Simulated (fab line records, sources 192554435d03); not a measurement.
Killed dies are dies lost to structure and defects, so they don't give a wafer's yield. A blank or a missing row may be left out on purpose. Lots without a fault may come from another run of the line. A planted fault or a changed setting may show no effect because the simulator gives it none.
Chamber matching | flow n5_finfet | N5_BEOL_M0_SAQP_STRIP_108 on rie_diel-02: 4 sister chambers
The step strips in N2/H2. 8 wafers are shown with their chamber, then 8 later ones without.

WAFERS WITH THEIR CHAMBER
wafer  | chamber | showerhead_plenum_p_Torr (Torr) | throttle_valve_pct (%)
L077.6 | 0       | 3.13                            | 19.7
L089.1 | 2       | 3.24                            | 19.0
L089.2 | 0       | 3.12                            | 19.7
L089.3 | 1       | 3.29                            | 19.3
L094.3 | 1       | 3.29                            | 19.3
L094.4 | 3       | 3.45                            | 18.3
L094.6 | 3       | 3.45                            | 18.3
L095.2 | 2       | 3.23                            | 19.1

WAFERS WITHOUT THEIR CHAMBER
wafer  | showerhead_plenum_p_Torr (Torr) | throttle_valve_pct (%)
L095.5 | 3.12                            | 19.8
L095.6 | 3.45                            | 18.3
L096.1 | 3.12                            | 19.8
L096.2 | 3.45                            | 18.3
L096.3 | 3.29                            | 19.3
L097.2 | 3.45                            | 18.3
L097.4 | 3.12                            | 19.8
L097.6 | 3.23                            | 19.1

WHICH CHAMBER EACH WENT THROUGH
wafer  | from the rows above | in truth
L095.5 | 0                   | 0
L095.6 | 3                   | 3
L096.1 | 0                   | 0
L096.2 | 3                   | 3
L096.3 | 1                   | 1
L097.2 | 3                   | 3
L097.4 | 0                   | 0
L097.6 | 2                   | 2
Placed correctly: 8 of 8. Can't be placed from these rows: 0. Placed wrongly: 0.
How it was worked out, from the rows above alone: a wafer's distance from a chamber is the root of the sum, over the readings, of the square of ((its reading less the chamber's mean) divided by the reading's scatter). The wafer belongs to the nearest chamber; if the next one is less than 2 further off, it can't be placed. A chamber's mean is the mean of its shown wafers. The scatter: the root of (the sum of the squares of (reading less its chamber's mean) over the shown wafers, divided by (wafers less chambers)).
